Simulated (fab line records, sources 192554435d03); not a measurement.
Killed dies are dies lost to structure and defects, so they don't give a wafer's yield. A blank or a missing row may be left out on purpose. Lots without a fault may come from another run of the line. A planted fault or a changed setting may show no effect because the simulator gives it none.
Chamber matching | flow n5_finfet | N5_BEOL_M6_STRIP_67 on rie_diel-01: 4 sister chambers
The step strips in CF4. 20 wafers are shown with their chamber, then 10 later ones without.

WAFERS WITH THEIR CHAMBER
wafer  | chamber | throttle_valve_pct (%) | showerhead_plenum_p_Torr (Torr) | oes_product_au (a.u.)
L076.3 | 0       | 13.02                  | 1.89                            | 0.86
L076.4 | 3       | 13.29                  | 1.83                            | 0.86
L076.5 | 0       | 13.03                  | 1.89                            | 0.87
L078.1 | 2       | 13.27                  | 1.87                            | 0.80
L078.4 | 3       | 13.30                  | 1.83                            | 0.86
L078.5 | 3       | 13.30                  | 1.83                            | 0.85
L077.1 | 0       | 13.05                  | 1.89                            | 0.86
L077.5 | 1       | 13.87                  | 1.86                            | 0.71
L077.6 | 0       | 13.03                  | 1.89                            | 0.85
L079.1 | 0       | 13.06                  | 1.89                            | 0.85
L079.2 | 3       | 13.30                  | 1.83                            | 0.85
L079.3 | 2       | 13.29                  | 1.87                            | 0.80
L081.2 | 1       | 13.89                  | 1.86                            | 0.71
L081.3 | 0       | 13.06                  | 1.89                            | 0.84
L081.4 | 3       | 13.32                  | 1.83                            | 0.85
L082.3 | 0       | 13.06                  | 1.88                            | 0.85
L082.5 | 0       | 13.07                  | 1.88                            | 0.85
L082.6 | 3       | 13.32                  | 1.83                            | 0.84
L086.2 | 0       | 13.11                  | 1.88                            | 0.82
L086.3 | 3       | 13.38                  | 1.82                            | 0.82

SIGNATURES (means of the wafers above)
reading                  | chamber 0 | chamber 1 | chamber 2 | chamber 3 | scatter within a chamber
throttle_valve_pct       | 13.0544   | 13.8800   | 13.2800   | 13.3157   | 0.0271
showerhead_plenum_p_Torr | 1.8867    | 1.8600    | 1.8700    | 1.8286    | 0.00423
oes_product_au           | 0.8500    | 0.7100    | 0.8000    | 0.8471    | 0.0131
Rule: a wafer's distance from a chamber is the root of the sum, over the readings, of the square of ((its reading less the chamber's mean) divided by the reading's scatter). The wafer belongs to the nearest chamber; if the next one is less than 2 further off, it can't be placed. The scatter: the root of (the sum of the squares of (reading less its chamber's mean) over the shown wafers, divided by (wafers less chambers)).

WAFERS WITHOUT THEIR CHAMBER
wafer  | throttle_valve_pct (%) | showerhead_plenum_p_Torr (Torr) | oes_product_au (a.u.)
L086.5 | 13.10                  | 1.88                            | 0.82
L088.1 | 13.34                  | 1.86                            | 0.77
L088.3 | 13.36                  | 1.82                            | 0.82
L088.6 | 13.35                  | 1.82                            | 0.83
L094.1 | 13.38                  | 1.82                            | 0.81
L094.2 | 13.12                  | 1.88                            | 0.82
L094.6 | 13.40                  | 1.82                            | 0.82
L097.1 | 13.38                  | 1.85                            | 0.75
L097.2 | 13.42                  | 1.81                            | 0.79
L097.4 | 13.17                  | 1.87                            | 0.80

WHICH CHAMBER EACH WENT THROUGH
wafer  | from the rows above | in truth
L086.5 | 0                   | 0
L088.1 | 2                   | 2
L088.3 | 3                   | 3
L088.6 | 3                   | 3
L094.1 | 3                   | 3
L094.2 | 0                   | 0
L094.6 | 3                   | 3
L097.1 | 2                   | 2
L097.2 | 3                   | 3
L097.4 | 2                   | 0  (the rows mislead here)
Placed correctly: 9 of 10. Can't be placed from these rows: 0. Placed wrongly: 1.
